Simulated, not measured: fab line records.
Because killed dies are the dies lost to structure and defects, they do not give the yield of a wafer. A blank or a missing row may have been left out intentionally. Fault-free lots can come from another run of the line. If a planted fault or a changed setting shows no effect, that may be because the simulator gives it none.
Split-lot trial	flow n5Finfet	7 lots, 21 wafers read, on a route of 1938 steps

## THE SPLIT ITSELF
At N5_SDB_COAT_05 (resist thk 90 nm), the setting spinRpm was moved away from the recipe's 1500 rpm on 6 of the 21 wafers read, by -10.7% to +5.1%. This setting was run at the recipe's value on the other wafers.

## FROM THE SPLIT TO THE READING: what the file shows between them, 4 steps
- N5_SDB_EBR_07
- N5_SDB_SOFTBAKE_06: time 60 s
- N5_SDB_EXPOSE_08: exposes mask SDB
- N5_SDB_PEB_09: peb time 60 s

## THE READING
CAR-ArF_of_SDB_COAT_05.thkNm (the simulator's own value, which no gauge read), in nm, at N5_SDB_DEVELOP_10 (develop time 30 s). No usual value for it is given in the file. Here, 15 wafers ran the recipe; their average is 88.3 nm with a standard deviation of 0.19 nm.

wafer	tool, chamber at the split	spinRpm as run, rpm	against the recipe	CAR-ArF_of_SDB_COAT_05.thkNm, nm	against lot-mates on the recipe
L074.2	lithoTrack-05, 0	1576	+5.1%	86	-2.1
L074.5	lithoTrack-05, 0	1500	recipe	88.2	-
L074.6	lithoTrack-05, 0	1500	recipe	88	-
L075.1	lithoTrack-02, 0	1500	recipe	88.6	-
L075.3	lithoTrack-02, 0	1500	recipe	88.6	-
L075.5	lithoTrack-02, 0	1413	-5.8%	91.4	+2.8
L078.3	lithoTrack-02, 0	1500	recipe	88.4	-
L078.5	lithoTrack-02, 0	1500	recipe	88.4	-
L078.6	lithoTrack-02, 0	1500	recipe	88.4	-
L080.2	lithoTrack-05, 0	1552	+3.5%	86.6	-1.8
L080.5	lithoTrack-05, 0	1552	+3.5%	86.6	-1.8
L080.4	lithoTrack-05, 0	1500	recipe	88.4	-
L084.1	lithoTrack-02, 0	1500	recipe	88.4	-
L084.2	lithoTrack-02, 0	1500	recipe	88.4	-
L084.3	lithoTrack-02, 0	1500	recipe	88.4	-
L086.1	lithoTrack-01, 0	1500	recipe	88.2	-
L086.2	lithoTrack-01, 0	1500	recipe	88	-
L086.4	lithoTrack-01, 0	1500	recipe	88	-
L092.1	lithoTrack-05, 0	1500	recipe	88.2	-
L092.3	lithoTrack-05, 0	1340	-10.7%	93.8	+5.6
L092.4	lithoTrack-05, 0	1340	-10.7%	93.6	+5.4

THE FIT
A straight line over all 21 wafers: CAR-ArF_of_SDB_COAT_05.thkNm changes by -0.502 nm for each +1% of spinRpm; r = -1.00; the points scatter about the line by 0.18 nm.
The same after taking each lot's own level away (the mean of its wafers on the recipe; 21 wafers): -0.503 nm for each +1%; r = -1.00; scatter 0.13 nm.
That fit puts the effect of the largest move of spinRpm on the reading at 5.4 nm.
Measured against the standard deviation above, the lots' own levels, which go from 88.07 to 88.60 nm, span 2.8 times it.
The two slopes are in agreement: the lot-to-lot level therefore moves the slope only a little.
Check: for one of the wafers moved furthest among these (-10.7%), held out of the fit, the line's prediction against its lot-mates is +5.26 nm. It came out at +5.6 nm against them.

## OTHER SPLITS APPLIED TO THESE WAFERS
These wafers also went through other splits before the reading. Each is held against what the fit with the lots' levels taken away leaves over:
other split on the same wafers	wafers away from the commonest value	r with CAR-ArF_of_SDB_COAT_05.thkNm (lot level and that fit taken away)
N5_SD_EPI_N_PEB_07 pebTimeS	7	+0.26

## THE WHOLE CHAIN: every reading that the file lists as answering this split, in the file's order
step	what it does	reading	change (the file's fit)	r (the file's)
N5_SDB_COAT_05	resist thk 90 nm	CAR-ArF_of_SDB_COAT_05.thkNm (the simulator's own value, which no gauge read)	-0.495 nm for each +1% of the setting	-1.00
N5_SDB_DEVELOP_10	develop time 30 s	CAR-ArF_of_SDB_COAT_05.thkNm (the simulator's own value, which no gauge read)	-0.496 nm for each +1% of the setting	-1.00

## FILE'S OWN FIT
CAR-ArF_of_SDB_COAT_05.thkNm changes by -0.496 nm for each +1% of spinRpm, r = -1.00.
